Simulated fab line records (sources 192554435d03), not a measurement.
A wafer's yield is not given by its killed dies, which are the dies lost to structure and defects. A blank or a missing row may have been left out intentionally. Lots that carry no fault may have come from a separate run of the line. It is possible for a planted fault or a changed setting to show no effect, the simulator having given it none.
fab line records -- flow n5Finfet -- part 2 of 2: steps 21 to 26 of 26
record lots=5, wafers=15, lastDay=16
route steps=1938 shown BEOL_M0_SAQP@700 BEOL_M0_CUTY@701 BEOL_M0@715
lots that met no fault: from a run of the same line without faults
startH: hours from the record's opening day to when the first of the lot's shown wafers began -- waitH: hours elapsed since this lot's preceding step -- " as in the row above -- L1.1+2: a single row standing in for several wafers -- - no value present, or no start provided -- * or withheld: withheld -- < > ~ a bound
route shown NAME@n: NAME is a module with steps in the file, n the number in the route of the first one -- usual: mean/standard deviation taken from wafers without a fault -- same: alike in all rows -- chamber/n: place in a boat -- sites: the reading at each site -- _std_site: standard deviation of those values -- _edge_site: outer sites' mean less inner sites' -- radiusMm: how far each site lies from the wafer's centre -- mask NAME#n: copy n -- behind: the last tool/chamber to shape the wafer -- hold: what put the lot on hold/how long, in hours/how the hold closed -- device: names the non-switching transistor (n, p or np) -- end of line: tests run on the same wafers once the route is complete -- a step with no rows: only its recipe -- killed: count of dies lost to structure and defects at first sort (not the wafer's yield) -- map: shows each die of a wafer: x if killed, . if not, _ if none is there
set.NAME: the setting the step ran with; set.NAME@STEP: the setting that earlier step ran with -- model.NAME: the simulator's own value behind a step, which no gauge read
lots at selected steps of the route; one table per step, one row per wafer
services: a tool's chamber out of use, with start hour (startH, from the record's first day; less than 0 if before it), hours out, and reason
## steps
# step N5_BEOL_M0_ETCH_128
# recipe chemistry=CF4/N2, targetDepthA=120, overetchA=51, target=SiCN, timeS=21.4, ionEnergyEv=150, pressureMtorr=40, sourceW=430, biasW=70, Ar_flow_sccm=100, cf4FlowSccm=60, n2FlowSccm=60
# usual biasW=69.98/0.19, drypumpMotorCurrentA=5.5/0.49, oesProductAu=0.55/0.054, rfVppV=382.4/1.9, showerheadPlenumPTorr=2.21/0.074, throttleValvePct=15.44/0.25
lot.wafer,tool,chamber,startH,waitH,biasW,drypumpMotorCurrentA,oesProductAu,rfHoursCounterH,rfVppV,showerheadPlenumPTorr,throttleValvePct
L076.2,rieDiel-06,1,132.78,0.0,69.98,5.4,0.54,87,384.2,2.23,15.38
L076.3,rieDiel-06,2,132.78,0.0,70.36,5.2,0.55,95,381.9,2.14,15.46
L076.5,rieDiel-06,0,132.78,0.0,70.03,5.0,0.51,-,383.3,2.28,15.64
L080.1,rieDiel-06,3,155.00,0.4,69.92,4.9,0.56,70,382.1,2.14,15.03
L080.5,rieDiel-06,0,155.00,0.4,70.15,5.0,0.51,-,383.3,2.28,15.67
L080.6,rieDiel-06,3,155.00,0.4,70.00,4.9,0.58,-,380.1,2.14,15.05
L081.1,rieDiel-03,0,155.99,0.3,70.03,6.3,0.47,218,383.9,2.27,15.66
L081.3,rieDiel-03,3,155.99,0.3,69.67,5.8,0.65,7,383.9,2.25,15.29
L081.6,rieDiel-03,0,155.99,0.3,69.79,6.3,0.47,-,383.4,2.27,15.66
L087.2,rieDiel-03,3,198.46,0.8,69.78,5.8,0.63,21,384.3,2.24,15.31
L087.4,rieDiel-03,3,198.46,0.8,69.79,5.8,0.63,-,383.8,2.25,15.33
L087.6,rieDiel-03,1,198.46,0.8,69.72,4.8,0.55,-,379.2,2.13,15.09
L096.3,rieDiel-03,3,251.36,2.2,70.04,5.8,0.61,41,383.1,2.24,15.37
L096.4,rieDiel-03,0,251.36,2.2,70.19,6.3,0.47,242,383.5,2.26,15.72
L096.5,rieDiel-03,0,251.36,2.2,70.30,6.2,0.47,-,383.8,2.26,15.72
# step N5_BEOL_M0_TRENCH_ETCH_107
# recipe chemistry=C4F6/O2, targetDepthA=328, target=SiOC, timeS=16.4, ionEnergyEv=250, pressureMtorr=30, sourceW=355, biasW=185, Ar_flow_sccm=300, C4F6_flow_sccm=10, O2_flow_sccm=10
# usual C4F6_flow_sccm=10.002/0.026, O2_flow_sccm=10.00/0.031, biasW=185.0/0.54, drypumpMotorCurrentA=5.5/0.49, oes_o_777_au=0.79/0.076, oesProductAu=0.79/0.079, rfVppV=666/8.8, showerheadPlenumPTorr=2.85/0.093, throttleValvePct=20.88/0.24
lot.wafer,tool,chamber,startH,waitH,C4F6_flow_sccm,O2_flow_sccm,biasW,drypumpMotorCurrentA,oes_o_777_au,oesProductAu,rfHoursCounterH,rfVppV,showerheadPlenumPTorr,throttleValvePct
L076.2,rieDiel-06,1,132.83,0.0,10.013,10.00,184.3,5.4,0.79,0.80,87,677,2.89,20.91
L076.3,rieDiel-06,2,132.83,0.0,9.956,9.96,185.8,5.2,0.83,0.82,95,674,2.75,20.89
L076.5,rieDiel-06,0,132.83,0.0,10.009,9.98,185.7,5.1,0.73,0.74,-,651,2.94,21.03
L080.1,rieDiel-06,3,155.04,0.0,10.035,10.06,185.6,4.9,0.81,0.82,70,675,2.75,20.46
L080.5,rieDiel-06,0,155.04,0.0,10.018,10.01,184.4,5.1,0.72,0.73,-,650,2.93,21.07
L080.6,rieDiel-06,3,155.04,0.0,10.006,9.99,185.7,4.9,0.81,0.82,-,674,2.75,20.44
L081.1,rieDiel-03,0,156.03,0.0,10.014,10.01,184.8,6.3,0.73,0.71,218,669,2.92,21.03
L081.3,rieDiel-03,3,156.03,0.0,9.976,10.00,184.7,5.8,0.94,0.97,7,670,2.90,20.77
L081.6,rieDiel-03,0,156.03,0.0,9.989,10.01,185.3,6.3,0.73,0.71,-,669,2.92,21.04
L087.2,rieDiel-03,3,198.50,0.0,9.997,10.02,185.2,5.8,0.91,0.93,21,672,2.90,20.81
L087.4,rieDiel-03,3,198.50,0.0,9.992,10.05,184.5,5.8,0.90,0.92,-,671,2.90,20.79
L087.6,rieDiel-03,1,198.50,0.0,10.007,9.94,185.9,4.8,0.80,0.79,-,665,2.77,20.60
L096.3,rieDiel-03,3,251.40,0.0,9.969,9.98,184.1,5.8,0.87,0.87,41,669,2.89,20.82
L096.4,rieDiel-03,0,251.40,0.0,10.036,10.03,185.2,6.3,0.71,0.69,242,667,2.91,21.08
L096.5,rieDiel-03,0,251.40,0.0,9.956,9.99,185.8,6.3,0.71,0.69,-,667,2.91,21.07
# step N5_BEOL_M0_STRIP_142
# recipe chemistry=N2/H2, timeS=10, powerW=450, tempC=40, pressureMtorr=20, rfFrequencyHz=6e+07, biasPowerW=7, n2FlowSccm=200, h2FlowSccm=200
# usual drypumpMotorCurrentA=5.5/0.49, oesProductAu=0.80/0.082, rfVppV=59.3/0.87, showerheadPlenumPTorr=2.54/0.089, throttleValvePct=23.73/0.27
lot.wafer,tool,chamber,startH,waitH,drypumpMotorCurrentA,oesProductAu,rfHoursCounterH,rfVppV,showerheadPlenumPTorr,throttleValvePct
L076.2,rieDiel-06,1,132.85,0.0,5.4,0.81,87,59.3,2.55,23.51
L076.3,rieDiel-06,2,132.85,0.0,5.2,0.82,95,58.5,2.47,23.90
L076.5,rieDiel-06,0,132.85,0.0,5.0,0.74,-,59.1,2.64,24.13
L080.1,rieDiel-06,3,155.06,0.0,4.9,0.84,70,60.2,2.48,23.79
L080.5,rieDiel-06,0,155.06,0.0,5.0,0.74,-,61.2,2.63,24.16
L080.6,rieDiel-06,3,155.06,0.0,4.9,0.83,-,59.8,2.48,23.77
L081.1,rieDiel-03,0,156.06,0.0,6.3,0.70,218,59.2,2.62,23.98
L081.3,rieDiel-03,3,156.06,0.0,5.8,0.98,7,59.7,2.59,23.49
L081.6,rieDiel-03,0,156.06,0.0,6.3,0.70,-,59.1,2.62,23.99
L087.2,rieDiel-03,3,198.52,0.0,5.8,0.94,21,59.0,2.58,23.49
L087.4,rieDiel-03,3,198.52,0.0,5.8,0.94,-,58.7,2.58,23.50
L087.6,rieDiel-03,1,198.52,0.0,4.9,0.80,-,60.4,2.45,23.17
L096.3,rieDiel-03,3,251.43,0.0,5.8,0.89,41,59.5,2.57,23.52
L096.4,rieDiel-03,0,251.43,0.0,6.3,0.68,242,61.6,2.61,24.01
L096.5,rieDiel-03,0,251.43,0.0,6.3,0.67,-,58.6,2.61,24.01
# step N5_BEOL_M0_OCD_MEAS_108
# usual trenchDepthNm=32.8/0.59
lot.wafer,tool,chamber,startH,waitH,trenchDepthNm
L076.2,ocd-02,-,132.93,0.1,32.4
L076.3,ocd-02,-,132.93,0.1,33.3
L076.5,ocd-02,-,132.93,0.1,32.8
L080.1,ocd-02,-,155.14,0.1,32.1
L080.5,ocd-02,-,155.14,0.1,32.7
L080.6,ocd-02,-,155.14,0.1,32.4
L081.1,ocd-02,-,156.14,0.1,33.0
L081.3,ocd-02,-,156.14,0.1,33.3
L081.6,ocd-02,-,156.14,0.1,33.2
L087.2,ocd-01,-,198.60,0.1,33.2
L087.4,ocd-01,-,198.60,0.1,32.9
L087.6,ocd-01,-,198.60,0.1,32.0
L096.3,ocd-02,-,251.52,0.1,32.9
L096.4,ocd-02,-,251.52,0.1,32.5
L096.5,ocd-02,-,251.52,0.1,33.2
# step N5_BEOL_M0_HM_STRIP_129
# recipe chemistry=peroxideTinStrip, material=TiN, targetDepthA=170, tempC=50, timeS=108
# usual bathGuardTempC=50.0/0.62
lot.wafer,tool,chamber,startH,waitH,bathGuardTempC
L076.2,wetBench-03,3,132.96,0.0,50.2
L076.3,wetBench-03,1,132.96,0.0,49.0
L076.5,wetBench-03,2,132.96,0.0,49.4
L080.1,wetBench-06,0,155.18,0.0,49.3
L080.5,wetBench-06,2,155.18,0.0,50.6
L080.6,wetBench-06,5,155.18,0.0,50.6
L081.1,wetBench-06,3,156.17,0.0,50.0
L081.3,wetBench-06,5,156.17,0.0,51.0
L081.6,wetBench-06,0,156.17,0.0,49.2
L087.2,wetBench-05,1,198.63,0.0,51.0
L087.4,wetBench-05,7,198.63,0.0,50.3
L087.6,wetBench-05,5,198.63,0.0,49.5
L096.3,wetBench-06,3,251.55,0.0,50.2
L096.4,wetBench-06,4,251.55,0.0,49.9
L096.5,wetBench-06,2,251.55,0.0,50.8
# step N5_BEOL_M0_SRD_130
# recipe timeS=30, tempC=23, rinseLiquid=diw, dry=ipaMarangoni
lot.wafer,tool,chamber,startH,waitH
L076.2+3+5,wetBench-03,"3,1,2",132.99,0.0
L080.1+5+6,wetBench-06,"0,2,5",155.21,0.0
L081.1+3+6,wetBench-06,"3,5,0",156.20,0.0
L087.2+4+6,wetBench-05,"1,7,5",198.67,0.0
L096.3+4+5,wetBench-06,"3,4,2",251.58,0.0
## services
tool,chamber,startH,hours,kind
arfiScanner-03,-,104.21,7.7,repair
rieDiel-05,3,106.16,6.8,repair
arfiScanner-03,-,115.44,0.8,pm
rieMetal-02,0,136.10,2.2,repair
arfiScanner-01,-,136.44,1.0,pm
rieDiel-05,1,139.32,17.3,repair
rieDiel-03,2,140.46,3.9,repair
arfiScanner-03,-,141.68,1.0,pm
rieDiel-04,0,150.47,3.8,repair
arfiScanner-01,-,154.20,4.9,pm
arfiScanner-03,-,157.05,1.6,repair
arfiScanner-01,-,168.81,1.3,pm
rieDiel-04,2,180.80,8.5,repair
arfiScanner-03,-,181.52,1.3,pm
arfiScanner-03,-,182.82,1.0,pm
wetBench-03,-,185.04,1.2,repair
rieDiel-03,0,187.82,10.9,repair
rieDiel-06,0,188.36,17.2,repair
arfiScanner-01,-,212.98,1.0,pm
rieDiel-03,1,213.27,14.2,repair
arfiScanner-01,-,213.98,0.8,pm
rieDiel-03,0,218.88,6.2,repair
rieDiel-04,1,229.69,7.4,repair
wetBench-05,-,242.65,4.4,pm
